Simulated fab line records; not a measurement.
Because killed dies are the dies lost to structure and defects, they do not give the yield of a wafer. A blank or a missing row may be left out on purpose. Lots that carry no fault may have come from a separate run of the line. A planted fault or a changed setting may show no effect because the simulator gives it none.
What tool caused it?	flow nand_harc	at 1 step of a route of 1159, 7 lots with 21 wafers sampled

== WHAT THE GAUGES READ, wafer by wafer ==
NHARC_A_CONTACT_OVL_MEAS_43.
lot	measured	on	overlay_x_nm (nm)
L807	day 16 19:28	overlay-02	-0.2 -0.1 -0.4
L803	day 16 21:58	overlay-02	0.9 0.4 0.7
L805	day 17 02:06	overlay-01	-0.6 -0.6 -0.6
L810	day 18 10:44	overlay-01	0.1 -0.2 0.5
L817	day 19 02:39	overlay-02	0.9 1.4 1.2
L819	day 20 11:40	overlay-01	0.4 0.2 -0.2
L825	day 21 17:10	overlay-02	-0.6 -0.5 -0.5

== WHAT TOOL EACH LOT RAN ON (gives the tool, then ch and the chambers of the sampled wafers, and finally the start) ==
There is no process step in the record ahead of these readings.

== THE ANSWER, worked out from the rows above alone ==
Rule: what is usual is taken from the lots themselves. The widest of any qualifying gaps counts: lots, ordered by their means at a reading, are off when they make up no more than a third of the lots, leave a main group of 4 or more, and stand apart from it by 3 or more times the standard deviation of that group's means. If all means in a main group match to the digits the tables above print for the reading, that group is not used. Also off: a lot with no number at a reading for which 4 or more lots have one. All remaining lots with rows at the step are treated as sound.
No lot is off on any of the readings shown, so nothing can be concluded from this.

== WHAT THE SIMULATOR HAD PUT IN ==
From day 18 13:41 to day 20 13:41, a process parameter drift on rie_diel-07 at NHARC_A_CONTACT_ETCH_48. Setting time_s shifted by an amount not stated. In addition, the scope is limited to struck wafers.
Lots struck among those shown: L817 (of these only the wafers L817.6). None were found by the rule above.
